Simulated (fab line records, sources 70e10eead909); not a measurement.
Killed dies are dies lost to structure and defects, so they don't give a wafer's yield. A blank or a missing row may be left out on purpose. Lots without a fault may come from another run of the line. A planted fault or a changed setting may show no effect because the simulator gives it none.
Chamber matching | flow nand_harc | NHARC_P_GATE_DESCUM_31 on rie_diel-05: 4 sister chambers
The step chemistry O2, time 3 s. 8 wafers are shown with their chamber, then 7 later ones without.

WAFERS WITH THEIR CHAMBER
wafer  | chamber | drypump_motor_current_A (A) | oes_product_au (a.u.)
L715.1 | 2       | 5.2                         | 1.005
L720.2 | 2       | 5.2                         | 1.007
L720.4 | 1       | 6.4                         | 1.023
L721.3 | 0       | 5.3                         | 0.993
L721.4 | 3       | 4.9                         | 1.005
L721.6 | 0       | 5.3                         | 1.002
L730.3 | 3       | 4.8                         | 0.991
L730.5 | 1       | 6.4                         | 1.011

WAFERS WITHOUT THEIR CHAMBER
wafer  | drypump_motor_current_A (A) | oes_product_au (a.u.)
L730.6 | 5.3                         | 0.997
L731.1 | 6.4                         | 1.007
L731.3 | 5.2                         | 1.013
L731.6 | 4.8                         | 0.993
L735.1 | 5.3                         | 1.000
L735.2 | 5.2                         | 1.011
L735.4 | 6.4                         | 1.015

WHICH CHAMBER EACH WENT THROUGH
wafer  | from the rows above | in truth
L730.6 | 0                   | 0
L731.1 | 1                   | 1
L731.3 | 2                   | 2
L731.6 | 3                   | 3
L735.1 | 0                   | 0
L735.2 | 2                   | 2
L735.4 | 1                   | 1
Placed correctly: 7 of 7. Can't be placed from these rows: 0. Placed wrongly: 0.
How it was worked out, from the rows above alone: a wafer's distance from a chamber is the root of the sum, over the readings, of the square of ((its reading less the chamber's mean) divided by the reading's scatter). The wafer belongs to the nearest chamber; if the next one is less than 2 further off, it can't be placed. A chamber's mean is the mean of its shown wafers. The scatter: the root of (the sum of the squares of (reading less its chamber's mean) over the shown wafers, divided by (wafers less chambers)).
